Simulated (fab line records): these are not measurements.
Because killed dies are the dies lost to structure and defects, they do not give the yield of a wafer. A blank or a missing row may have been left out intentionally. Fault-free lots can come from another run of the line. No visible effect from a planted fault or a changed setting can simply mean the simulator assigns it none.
Matching of chambers    flow nand-harc    NHARC_A_STAIRCASE_ETCHBACK_157 on rie-diel-01 has 4 sister chambers
The step etches the open film in CH3F/O2, target depth 90 nm, time 167.14 s. 4 wafers are shown with their chamber, then 7 later ones without.

## WAFERS, EACH WITH ITS CHAMBER
wafer   chamber  drypump-motor-current-A (A)
L083.4  3        5.8
L084.6  0        6.4
L087.1  2        5.7
L087.2  1        5.9

## WAFERS WITH NO CHAMBER GIVEN
wafer   drypump-motor-current-A (A)
L087.3  6.4
L091.1  6.0
L091.3  5.8
L091.5  5.9
L090.1  5.8
L090.2  5.9
L090.4  6.4

## THE CHAMBER EACH PASSED THROUGH
wafer   from the rows above  in truth
L087.3  0                    0
L091.1  1                    1
L091.3  3                    3
L091.5  1                    1
L090.1  3                    3
L090.2  1                    1
L090.4  0                    0
Correct placement for 7 of the 7. Not placeable from these rows: 0. 0 placed wrongly.
How it was worked out, from the rows above alone: a wafer's distance from a chamber is the root of the sum, over the readings, of the square of ((its reading less the chamber's mean) divided by the reading's scatter). The wafer belongs to the nearest chamber; if the next one is less than 2 further off, it can't be placed. Each chamber's mean is taken over the wafers shown for it. The scatter: root of mean squared gap, hidden wafer to nearest shown wafer, with one shown wafer a chamber.
